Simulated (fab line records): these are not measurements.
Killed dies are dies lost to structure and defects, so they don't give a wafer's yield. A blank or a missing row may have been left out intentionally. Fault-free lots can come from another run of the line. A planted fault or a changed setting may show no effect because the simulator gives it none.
Lot-split experiment | flow n5Finfet | route with 1938 steps; 7 lots, 39 wafers read

== ON THE SPLIT ==
At N5_DUMMY_GATE_ETCH_31 (etches SiO2 in C4F6/O2, target depth 82.5 nm, time 27.5 s), the setting targetDepthA was moved away from the recipe's 825 angstrom on 12 of the 39 wafers read, by -6.7% to +11.8%. The other wafers ran this setting at the recipe's value.

The split's own step is where the reading is taken.

== THE READING ==
etch.depthNm (the simulator's own value, which no gauge read), in nm, at N5_DUMMY_GATE_ETCH_31 (etches SiO2 in C4F6/O2, target depth 82.5 nm, time 27.5 s). The file gives no usual value for it. Across the 27 wafers here that went through the recipe, the average is 82.17 nm and the standard deviation 1.1 nm.

wafer  | tool, chamber at the split | targetDepthA as run, angstrom | against the recipe | etch.depthNm, nm | against lot-mates on the recipe
L074.1 | rieDiel-01, 3              | 825                           | recipe             | 83.04            | -
L074.2 | rieDiel-01, 2              | 825                           | recipe             | 83.41            | -
L074.3 | rieDiel-01, 0              | 825                           | recipe             | 81.73            | -
L074.4 | rieDiel-01, 1              | 825                           | recipe             | 82.59            | -
L074.5 | rieDiel-01, 0              | 825                           | recipe             | 82.07            | -
L074.6 | rieDiel-01, 1              | 825                           | recipe             | 82.33            | -
L077.1 | rieDiel-01, 0              | 825                           | recipe             | 80.42            | -
L077.2 | rieDiel-01, 2              | 922.5                         | +11.8%             | 92.63            | +11.41
L077.3 | rieDiel-01, 3              | 922.5                         | +11.8%             | 91.24            | +10.02
L077.4 | rieDiel-01, 1              | 825                           | recipe             | 81.17            | -
L077.5 | rieDiel-01, 2              | 825                           | recipe             | 82.07            | -
L077.6 | rieDiel-01, 1              | 922.5                         | +11.8%             | 91.22            | +10.00
L081.1 | rieDiel-01, 1              | 825                           | recipe             | 81.16            | -
L081.2 | rieDiel-01, 2              | 825                           | recipe             | 81.9             | -
L081.6 | rieDiel-01, 0              | 825                           | recipe             | 79.8             | -
L085.1 | rieDiel-03, 0              | 858.8                         | +4.1%              | 84.98            | +3.19
L085.2 | rieDiel-03, 1              | 825                           | recipe             | 80.69            | -
L085.3 | rieDiel-03, 3              | 858.8                         | +4.1%              | 84.5             | +2.71
L085.4 | rieDiel-03, 2              | 825                           | recipe             | 82.65            | -
L085.5 | rieDiel-03, 2              | 825                           | recipe             | 82.02            | -
L085.6 | rieDiel-03, 1              | 858.8                         | +4.1%              | 83.83            | +2.04
L089.1 | rieDiel-03, 1              | 825                           | recipe             | 81.06            | -
L089.2 | rieDiel-03, 2              | 825                           | recipe             | 83.1             | -
L089.3 | rieDiel-03, 3              | 770.1                         | -6.7%              | 76.35            | -5.83
L089.4 | rieDiel-03, 0              | 770.1                         | -6.7%              | 76.24            | -5.94
L089.5 | rieDiel-03, 0              | 825                           | recipe             | 82.37            | -
L089.6 | rieDiel-03, 3              | 770.1                         | -6.7%              | 76.73            | -5.45
L095.1 | rieDiel-01, 3              | 825                           | recipe             | 84.39            | -
L095.2 | rieDiel-01, 2              | 825                           | recipe             | 82.62            | -
L095.3 | rieDiel-01, 0              | 825                           | recipe             | 83.72            | -
L095.4 | rieDiel-01, 1              | 825                           | recipe             | 81.31            | -
L095.5 | rieDiel-01, 1              | 825                           | recipe             | 81.37            | -
L095.6 | rieDiel-01, 0              | 825                           | recipe             | 83.94            | -
L096.1 | rieDiel-06, 1              | 825                           | recipe             | 83.09            | -
L096.2 | rieDiel-06, 0              | 858.3                         | +4.0%              | 84.55            | +1.97
L096.3 | rieDiel-06, 3              | 825                           | recipe             | 81.82            | -
L096.4 | rieDiel-06, 2              | 858.3                         | +4.0%              | 86.26            | +3.68
L096.5 | rieDiel-06, 0              | 858.3                         | +4.0%              | 85.1             | +2.52
L096.6 | rieDiel-06, 1              | 825                           | recipe             | 82.83            | -

THE FIT
A straight line over all 39 wafers: etch.depthNm changes by +0.802 nm for each +1% of targetDepthA; r = +0.95; the points scatter about the line by 1 nm.
The same after taking each lot's own level away (the mean of its wafers on the recipe; 39 wafers): +0.853 nm for each +1%; r = +0.97; scatter 0.85 nm.
According to that fit, moving targetDepthA by its largest amount changes the reading by 10 nm.
The lots' own levels span 80.953 to 82.892 nm, that is 1.8 times the standard deviation above.
Hence the lot-to-lot level has little effect on the slope; both slopes agree.
Check: +9.59 nm against its lot-mates is what the line predicts for one of the wafers moved furthest among these (+11.8%) when that wafer is left out of the fit. It came out at +11.4 nm against them.

== THESE WAFERS: OTHER SPLITS ==
Before the reading, these wafers also passed through other splits. Each is held against what the fit with the lots' levels taken away leaves over:
other split on the same wafers | wafers away from the commonest value | r with etch.depthNm (lot level and that fit taken away)
N5_DUMMY_GATE_EXPOSE_12 doseMj | 9                                    | +0.06
N5_DUMMY_GATE_ETCH_37 sourceW  | 18                                   | +0.08

== FILE'S OWN FIT ==
etch.depthNm changes by +0.847 nm for each +1% of targetDepthA, r = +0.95.
